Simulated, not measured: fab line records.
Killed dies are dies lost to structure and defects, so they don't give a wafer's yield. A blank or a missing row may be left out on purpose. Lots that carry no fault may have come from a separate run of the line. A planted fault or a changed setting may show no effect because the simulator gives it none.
Chamber matching + flow n5_finfet + 4 sister chambers for N5_BEOL_M5_STRIP_36 on rie_diel-02
The step strips in N2/H2. 8 wafers are shown with their chamber, then 7 later ones without.

WAFERS WITH THEIR CHAMBER
| wafer  | chamber | drypump_motor_current_A (A) | throttle_valve_pct (%) |
|--------|---------|-----------------------------|------------------------|
| L078.3 | 0       | 5.0                         | 23.8                   |
| L079.4 | 3       | 6.5                         | 23.6                   |
| L084.3 | 2       | 6.8                         | 23.9                   |
| L084.4 | 0       | 5.0                         | 23.4                   |
| L087.3 | 2       | 6.7                         | 23.9                   |
| L087.6 | 1       | 6.2                         | 23.9                   |
| L088.2 | 3       | 6.5                         | 23.6                   |
| L088.3 | 1       | 6.2                         | 23.9                   |

WAFERS WITH NO CHAMBER GIVEN
| wafer  | drypump_motor_current_A (A) | throttle_valve_pct (%) |
|--------|-----------------------------|------------------------|
| L088.5 | 6.5                         | 23.6                   |
| L089.1 | 6.1                         | 23.9                   |
| L089.2 | 6.5                         | 23.6                   |
| L089.4 | 6.8                         | 23.9                   |
| L095.1 | 6.2                         | 23.9                   |
| L095.3 | 5.1                         | 23.4                   |
| L095.4 | 6.5                         | 23.6                   |

WHICH CHAMBER EACH ONE RAN IN
| wafer  | from the rows above | in truth |
|--------|---------------------|----------|
| L088.5 | 3                   | 3        |
| L089.1 | 1                   | 1        |
| L089.2 | 3                   | 3        |
| L089.4 | 2                   | 2        |
| L095.1 | 1                   | 1        |
| L095.3 | 0                   | 0        |
| L095.4 | 3                   | 3        |
7 of 7 placed correctly. Left unplaced by these rows: 0. Number placed wrongly: 0.
How it was worked out, from the rows above alone: a wafer's distance from a chamber is the root of the sum, over the readings, of the square of ((its reading less the chamber's mean) divided by the reading's scatter). If the next closest chamber is less than 2 further off than the closest, the wafer can't be placed; otherwise it belongs to the closest. A chamber's mean is the mean of its shown wafers. The scatter: the root of (the sum of the squares of (reading less its chamber's mean) over the shown wafers, divided by (wafers less chambers)).
